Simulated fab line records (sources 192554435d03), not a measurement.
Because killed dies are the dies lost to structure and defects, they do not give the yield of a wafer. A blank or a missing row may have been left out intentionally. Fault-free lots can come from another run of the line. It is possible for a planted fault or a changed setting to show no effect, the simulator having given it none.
Struck lot and sound lot, side by side | flow n5Finfet | 28 out of 1938 route steps
Sound: the wafers L775.2, L775.4, L775.5. Wafers struck: L783.2, L783.4, L783.5. The cause is named last.
For every step that has rows: the tool of each side, followed by ch and its chambers, followed by its first start. Under that, the readings that differ: sound wafers | struck wafers | difference of the means | sigmas: that difference in standard deviations of wafers without a fault.
alike: same words and numbers on both sides, and readings whose means sit less than 2 such deviations apart. not compared: any withheld reading, any reading some wafer has no value for, any bound like >300 that may hide the same value, and any number with overlapping values for which the record gives no deviation.
The two part at a step that has a row with sigmas, a row that says differs or no value, or rows on one side only. Non-overlapping numbers with no deviation appear without sigmas and do not part them. A reading missing from all wafers of one side parts the sides only when that side holds two or more wafers.

first, 10 steps without rows for these wafers: N5_FIN_SAQP_PRECLEAN_00 (cleans in SC1, time 60 s); N5_FIN_SAQP_PRECLEAN_44 (cleans in SC2, time 45 s); N5_FIN_SAQP_SRD_01 (time 30 s); N5_FIN_SAQP_ALD_61 (deposits SiO2, target thk 4 nm, pulse time 1 s, purge time 2 s); N5_FIN_SAQP_DENSIFY_62 (time 60 s); N5_FIN_SAQP_HM_DEP_03 (deposits SiNx from SiH4/NH3/N2, target thk 38 nm, time 33.6 s); N5_FIN_SAQP_PECVD_47 (deposits a-Si from SiH4/He, target thk 45 nm, time 36.3 s); N5_FIN_SAQP_PECVD_48 (deposits SiNx from SiH4/NH3/N2, target thk 25 nm, time 22.1 s); N5_FIN_SAQP_PECVD_06 (deposits a-Si from SiH4/He, target thk 60 nm, time 48.1 s); N5_FIN_SAQP_HM_DEP_72 (deposits SiO2 from SiH4/N2O, target thk 12 nm, time 7.2 s).
N5_FIN_SAQP_COAT_49: time 60 s, resist thk 100 nm.
  sound on lithoTrack-05 ch 0, day 3 02:53; struck on lithoTrack-05 ch 0, day 5 03:01
reading                                  | sound                | struck               | difference | sigmas
spinSpeedRpm (rpm)                       | 1499.7 1500.0 1500.8 | 1347.9 1347.1 1347.9 | -152.5     | -99 or more
model.SOC_of_FIN_SAQP_COAT_49.thkNm (nm) | 99.96 99.88 99.8     | 105 105.1 105.1      | +5         | 
  alike: resistLineTempC
then, 9 steps without rows for these wafers: N5_FIN_SAQP_COAT_50 (time 60 s, resist thk 35 nm); N5_FIN_SAQP_COAT_10 (resist thk 90 nm); N5_FIN_SAQP_EBR_12; N5_FIN_SAQP_SOFTBAKE_11 (time 60 s); N5_FIN_SAQP_EXPOSE_13 (exposes mask FIN CORE, target cd 35.6 nm); N5_FIN_SAQP_PEB_14 (peb time 60 s); N5_FIN_SAQP_DEVELOP_15 (develop time 30 s); N5_FIN_SAQP_DESCUM_21 (chemistry O2, time 7.9 s); N5_FIN_SAQP_ETCH_51 (etches SiARC in CF4, target depth 45.5 nm, time 75.8 s).
N5_FIN_SAQP_ETCH_52: etches SOC in N2/H2, target depth 100 nm, overetch 20 nm, time 150 s.
  sound on rieDiel-04 ch 0,1,2, day 3 03:29; struck on rieDiel-04 ch 0,1,2, day 5 03:41
reading                 | sound            | struck          | difference | sigmas
model.etch.depthNm (nm) | 99.96 99.88 99.8 | 105 105.1 105.1 | +5         | 
  alike: drypumpMotorCurrentA, n2FlowSccm, oesProductAu, rfFwdPowerW, rfVppV, showerheadPlenumPTorr, throttleValvePct
  not compared: rfHoursCounterH
then, 3 steps without rows for these wafers: N5_FIN_SAQP_STRIP_53 (strips in N2/H2); N5_FIN_SAQP_HM_OPEN_73 (chemistry CHF3/O2, target SiO2, stops on a-Si, target depth 12 nm, time 16.8 s); N5_FIN_SAQP_STRIP_74 (strips in CHF3/O2).
N5_FIN_SAQP_MANDREL_ETCH_22: etches a-Si in HBr/Cl2, stops on SiNx, target depth 60 nm, bt time 10 s, time 30 s.
  sound on rieSi-05 ch 0,1,3, day 3 03:41; struck on rieSi-06 ch 0,1,2, day 5 03:53
reading                                  | sound             | struck            | difference | sigmas
model.SOC_of_FIN_SAQP_COAT_49.thkNm (nm) | 75.92 76.23 75.02 | 80.07 80.09 80.59 | +4.53      | 
  alike: drypumpMotorCurrentA, oesProductAu, rfFwdPowerW, throttleValvePct
  not compared: rfHoursCounterH
then, 1 step without rows for these wafers: N5_FIN_SAQP_STRIP_55 (strips in N2/H2).
-- the record jumps here: 6 days lie between the struck wafers' starts before and after (it left off in module FIN_SAQP and takes up again in module BEOL_M4, whose first step shown is number 1111 of the route) --
N5_BEOL_M4_RC_MEAS_101:
  sound on prober-01 ch 0, day 9 11:44; struck on prober-02 ch 0, day 11 07:38
  alike: DIBL_N, DIBL_P, IOFF_N, IOFF_P, ION_N, ION_P, SS_N, SS_P, VT_N, VT_P
-- a jump in the record: the struck wafers' starts before and after are 4 days apart (it breaks off in module BEOL_M4 and resumes in module PASSIVATION, where the first step shown is number 1936 of the route) --
N5_PASSIVATION_PROBE_49:
  sound on prober-01 at day 13 21:32; struck on prober-02 at day 15 13:52
reading          | sound    | struck   | difference | sigmas
killedAtFrontEnd | 22 24 26 | 46 51 49 | +25        | +2
  alike: defectLimitedYield, killed_at_M0_to_M3, killed_at_M4_up, killedAtContacts, killedAtOther, killedDies, killedOpen, killedShort, sort_bin_5_function, sort_bin_6_memory, sortNPass, sortYieldPct

== WHERE THEY PART ==
At N5_FIN_SAQP_COAT_49 first; at N5_PASSIVATION_PROBE_49 last (within this record only).

WHY: what the simulator had put in
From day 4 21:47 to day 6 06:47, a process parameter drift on lithoTrack-05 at N5_FIN_SAQP_COAT_49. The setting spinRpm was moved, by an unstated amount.
